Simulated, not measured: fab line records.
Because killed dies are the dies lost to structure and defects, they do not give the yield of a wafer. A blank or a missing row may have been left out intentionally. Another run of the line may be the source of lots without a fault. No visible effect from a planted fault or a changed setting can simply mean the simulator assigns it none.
Which tool was responsible?	flow n5 finfet	11 lots with 28 wafers sampled at 2 steps, on a route of 1938 steps

== WHAT THE GAUGES READ, wafer by wafer ==
N5_BEOL_M4_RC_MEAS_101. Usual: DIBL_N 37.5 mV/V, standard deviation 2; DIBL_P 37.5 mV/V, standard deviation 2.5; IOFF_N 0.18 nA/um, standard deviation 0.042; IOFF_P 0.24 nA/um, standard deviation 0.046; ION_N 677 uA/um, standard deviation 15; ION_P 464 uA/um, standard deviation 9.5; SS_N 72.0 mV/dec, standard deviation 0.76; SS_P 73.6 mV/dec, standard deviation 0.79; VT_N 249 mV, standard deviation 3.5; VT_P -249 mV, standard deviation 3.2.
lot	measured	on	DIBL_N (mV/V)	DIBL_P (mV/V)	IOFF_N (nA/um)	IOFF_P (nA/um)	ION_N (uA/um)	ION_P (uA/um)	SS_N (mV/dec)	SS_P (mV/dec)	VT_N (mV)	VT_P (mV)	flag
L364	day 8 02:11	prober-02	37.0 38.1	38.6 39.7	0.17 0.18	0.23 0.26	691 667	466 458	72.8 72.8	74.1 74.7	247 251	-251 -249	
L365	day 8 05:43	prober-01	34.7 38.8	34.3 37.2	0.14 0.21	0.18 0.21	698 670	476 459	71.2 73.5	72.8 73.6	254 247	-251 -253	
L366	day 8 13:19	prober-01	36.9 37.5	37.5 39.2	0.16 0.18	0.20 0.23	657 670	451 455	72.8 72.1	73.8 74.4	251 249	-256 -250	
L367	day 8 14:33	prober-02	36.5 37.0 39.3	34.2 36.7 37.7	0.13 0.15 0.18	0.21 0.26 0.26	670 658 680	468 464 470	71.2 71.2 72.3	73.3 73.5 73.6	254 250 247	-247 -248 -245	
L369	day 9 10:41	prober-02	37.3 39.1 34.8	36.9 38.0 35.0	0.17 0.20 0.13	0.24 0.26 0.23	678 684 650	469 472 454	71.4 72.7 71.0	74.0 74.2 74.0	249 248 250	-249 -247 -248	
L370	day 9 12:52	prober-02	36.8 38.7	37.1 38.1	0.14 0.19	0.24 0.25	645 679	448 464	70.6 71.8	73.9 73.3	254 247	-251 -249	
L373	day 10 09:12	prober-01	33.9 38.4	33.9 39.7	0.13 0.24	0.18 0.28	653 680	454 467	71.4 72.7	73.0 75.1	253 249	-251 -246	
L377	day 11 05:02	prober-02	36.6 39.6 34.4	36.4 38.8 33.9	0.17 0.26 0.14	0.23 0.28 0.20	679 677 685	466 460 464	72.4 73.7 71.8	72.9 73.7 72.4	253 247 250	-248 -246 -251	
L378	day 11 08:13	prober-01	41.2 37.0 40.0	41.2 36.4 39.8	0.24 0.16 0.22	0.31 0.24 0.28	666 676 691	450 465 476	72.3 71.5 72.2	74.2 73.9 73.6	249 248 247	-248 -248 -248	
L385	day 13 17:25	prober-01	39.4 34.4 39.7	39.4 34.4 40.4	0.22 0.12 0.23	0.25 0.18 0.28	683 672 697	457 465 474	72.8 71.4 72.3	74.8 73.1 74.5	244 251 241	-249 -254 -249	
L386	day 13 19:04	prober-02	37.1 35.2 38.5	36.8 35.5 38.6	0.19 0.13 0.20	0.20 0.18 0.23	668 659 673	454 452 457	72.8 71.5 72.3	73.0 73.1 74.2	248 251 248	-253 -253 -249	

== WHICH TOOL RAN EACH LOT (tool, then ch and the chambers of the sampled wafers, then the start) ==
lot	N5_SPACER0_ALD_07
L364	ald sin-03 ch 0,2, day 3 08:30
L365	ald sin-04 ch 2,3, day 3 15:14
L366	ald sin-04 ch 2,3, day 3 20:18
L367	ald sin-04 ch 1,2,3, day 4 01:47
L369	ald sin-02 ch 2,3, day 4 12:29
L370	ald sin-04 ch 1,2, day 4 19:56
L373	ald sin-04 ch 1,2, day 5 13:05
L377	ald sin-04 ch 1,2, day 6 12:49
L378	ald sin-04 ch 1,3, day 6 18:02
L385	ald sin-02 ch 1,3, day 8 13:26
L386	ald sin-03 ch 0,3, day 8 16:28
- N5_SPACER0_ALD_07: deposits SiNx, target thk 2 nm.

== WHAT THE TOOLS THEMSELVES READ (means of the sampled wafers that have a number; where no wafer has one, the mark that the record gives instead) ==
N5_SPACER0_ALD_07. Usual: heater power w at 808 W, with a standard deviation of 97.
lot	tool	heater power w (W)	flag
L364	ald sin-03	767	
L365	ald sin-04	798	
L366	ald sin-04	788	
L367	ald sin-04	826	
L369	ald sin-02	742	
L370	ald sin-04	911	
L373	ald sin-04	900	
L377	ald sin-04	911	
L378	ald sin-04	726	
L385	ald sin-02	764	
L386	ald sin-03	828	

== THE ANSWER, worked out from the rows above alone ==
Rule: a lot counts as off when the mean over its wafers that have a number is more than 3 standard deviations away from the usual mean. Also off: a lot with no number at a reading for which 4 or more lots have one. All remaining lots with rows at the step are treated as sound. Order of review: gauges by route order, followed by the tools' own readings, for which a lot's mean as printed above is used. The first step at which some lot is off is used, and at that step the reading that is off furthest; a lot without a number counts as furthest.
None of the lots is off at any reading shown; this tells nothing.

== WHAT HAD BEEN PUT IN BY THE SIMULATOR ==
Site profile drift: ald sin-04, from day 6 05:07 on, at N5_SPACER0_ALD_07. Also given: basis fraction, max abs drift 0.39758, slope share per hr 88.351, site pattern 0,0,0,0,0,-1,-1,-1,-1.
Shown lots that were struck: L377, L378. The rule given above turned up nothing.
